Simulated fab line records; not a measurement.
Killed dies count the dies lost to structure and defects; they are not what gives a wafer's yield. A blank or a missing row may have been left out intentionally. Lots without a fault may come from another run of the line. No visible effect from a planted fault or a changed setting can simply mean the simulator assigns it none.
Split-lot study | flow n5-finfet | 21 wafers read from 7 lots, route of 1938 steps

THE SPLIT
At N5_FIN_CUT_EXPOSE_05 (exposes mask FIN CUT), the setting dose-mj was moved away from the recipe's 45.75 on 10 of the 21 wafers read, by -5.6% to +6.2%. The other wafers ran this setting at the recipe's value.

FROM THE SPLIT TO THE READING: what the file shows between them, 2 steps
- N5_FIN_CUT_PEB_06: peb time 60 s
- N5_FIN_CUT_DEVELOP_07: develop time 30 s

THE READING
cd-nm (nm) at N5_FIN_CUT_CD_MEAS_08, where the cd target is 29.1 nm. On this fab line, fault-free wafers typically give 29.08 nm with a standard deviation of 0.21 nm.

wafer  | tool, chamber at the split | dose-mj as run | against the recipe | cd-nm, nm | against lot-mates on the recipe
L075.1 | euv-scanner-01, 0          | 43.26          | -5.4%              | 28.26     | -0.87
L075.2 | euv-scanner-01, 0          | 45.75          | recipe             | 29.22     | -
L075.4 | euv-scanner-01, 0          | 45.75          | recipe             | 29.04     | -
L084.4 | euv-scanner-02, 0          | 45.75          | recipe             | 29.10     | -
L084.5 | euv-scanner-02, 0          | 43.2           | -5.6%              | 28.14     | -0.96
L084.6 | euv-scanner-02, 0          | 45.75          | recipe             | 29.10     | -
L085.1 | euv-scanner-02, 0          | 45.75          | recipe             | 28.81     | -
L085.3 | euv-scanner-02, 0          | 43.93          | -4.0%              | 28.42     | -0.53
L085.4 | euv-scanner-02, 0          | 45.75          | recipe             | 29.09     | -
L089.1 | euv-scanner-01, 0          | 45.75          | recipe             | 29.22     | -
L089.4 | euv-scanner-01, 0          | 45.75          | recipe             | 28.91     | -
L089.5 | euv-scanner-01, 0          | 45.75          | recipe             | 29.10     | -
L090.1 | euv-scanner-02, 0          | 44.87          | -1.9%              | 28.65     | -0.56
L090.2 | euv-scanner-02, 0          | 44.87          | -1.9%              | 28.75     | -0.46
L090.3 | euv-scanner-02, 0          | 45.75          | recipe             | 29.21     | -
L091.1 | euv-scanner-01, 0          | 45.75          | recipe             | 29.00     | -
L091.2 | euv-scanner-01, 0          | 43.64          | -4.6%              | 28.46     | -0.54
L091.6 | euv-scanner-01, 0          | 43.64          | -4.6%              | 28.12     | -0.88
L097.2 | euv-scanner-02, 0          | 48.6           | +6.2%              | 30.37     | no lot-mate on the recipe
L097.3 | euv-scanner-02, 0          | 48.6           | +6.2%              | 30.34     | no lot-mate on the recipe
L097.4 | euv-scanner-02, 0          | 48.6           | +6.2%              | 30.32     | no lot-mate on the recipe

FIT RESULTS
A straight line over all 21 wafers: cd-nm changes by +0.185 nm for each +1% of dose-mj; r = +0.98; the points scatter about the line by 0.13 nm.
The same after taking each lot's own level away (the mean of its wafers on the recipe; 18 wafers): +0.16 nm for each +1%; r = +0.94; scatter 0.13 nm.
According to that fit, moving dose-mj by its largest amount changes the reading by 1 nm.
Measured against the standard deviation above, the lots' own levels, which go from 28.950 to 29.210 nm, span 1.2 times it.
So the slope is not independent of the lot-to-lot level: the two fits are not the same.
Check: -0.891 nm against its lot-mates is what the line predicts for one of the wafers moved furthest among these (-5.6%) when that wafer is left out of the fit. It came out at -0.96 nm against them.

OTHER SPLITS ON THESE WAFERS
Before the reading, these wafers also passed through other splits. Each is held against what the fit with the lots' levels taken away leaves over:
other split on the same wafers        | wafers away from the commonest value | r with cd-nm (lot level and that fit taken away)
N5_ZERO_LAYER_ETCH_18 icp-w           | 10                                   | -0.12
N5_WELL_APT_COAT_02 spin-rpm          | 10                                   | -0.18
N5_WELL_APT_EXPOSE_22 dose-mj         | 5                                    | -0.14
N5_WELL_APT_PEB_23 peb-temp-c         | 3                                    | -0.03
N5_FIN_SAQP_SPACER1_ALD_24 ald-cycles | 5                                    | -0.01

THE WHOLE CHAIN: every reading that the file lists as answering this split, in the file's order
step                   | what it does                                                | reading                                                               | change (the file's fit)               | r (the file's)
N5_FIN_CUT_CD_MEAS_08  | target cd 29.1 nm                                           | cd-nm                                                                 | +0.162 nm for each +1% of the setting | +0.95
N5_FIN_CUT_ETCH_30     | etches underlayer in N2/H2, target depth 13 nm, time 10.4 s | FIN_CUT.cd-offset-nm (the simulator's own value, which no gauge read) | +0.161 nm for each +1% of the setting | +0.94
N5_FIN_CUT_ETCH_20     | etches SiARC in CF4, target depth 26 nm, time 43.3 s        | FIN_CUT.cd-offset-nm (the simulator's own value, which no gauge read) | +0.184 nm for each +1% of the setting | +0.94
N5_FIN_CUT_PRECLEAN_35 | cleans in vHF, time 13.3 s                                  | FIN_CUT.cd-offset-nm (the simulator's own value, which no gauge read) | +0.19 nm for each +1% of the setting  | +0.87

THE FILE'S OWN FIT
cd-nm changes by +0.162 nm for each +1% of dose-mj, r = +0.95.
